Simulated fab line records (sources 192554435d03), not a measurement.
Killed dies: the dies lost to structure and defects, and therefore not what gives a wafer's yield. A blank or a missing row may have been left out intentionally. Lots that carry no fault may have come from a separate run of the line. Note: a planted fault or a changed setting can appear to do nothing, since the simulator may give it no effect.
What tool caused it?    flow n5Finfet    12 lots (36 wafers sampled), 1 step of a 1938-step route

WHAT EACH GAUGE READ, for each wafer
N5_WELL_APT_OVL_MEAS_26.
lot   measured     on          PWELL_OVL (nm)
L075  day 1 20:52  overlay-02  -3 -2 11
L077  day 2 08:50  overlay-02  8 5 10
L079  day 2 20:58  overlay-02  2 1 3
L081  day 3 08:58  overlay-01  -2 0 5
L083  day 3 20:55  overlay-01  7 6 9
L085  day 4 08:44  overlay-01  5 1 -2
L087  day 4 21:32  overlay-02  -6 7 0
L089  day 5 09:24  overlay-02  3 8 3
L091  day 5 20:58  overlay-01  6 -3 8
L093  day 6 08:58  overlay-02  8 4 8
L095  day 6 21:04  overlay-02  3 1 2
L097  day 7 10:40  overlay-02  0 3 3

TOOL THAT RAN EACH LOT (tool first, then ch and the chambers of the sampled wafers, then the start)
There is no process step in the record ahead of these readings.

THE ANSWER, worked out from the rows above alone
Rule: what is usual is taken from the lots themselves. Put in order of their means at a reading, lots are off if they are a third of the lots or fewer, leave a main group of 4 or more, and stand apart from it by a gap of 3 or more times the standard deviation of the main group's means; of several such gaps the widest counts. The tables above print the reading to a certain number of digits; a main group whose means all agree to those digits is not used. Also off: a lot with no number at a reading for which 4 or more lots have one. The other lots that the step has rows for count as sound.
No lot is off on any of the readings shown, so nothing can be concluded from this.

WHAT THE SIMULATOR HAD INSERTED
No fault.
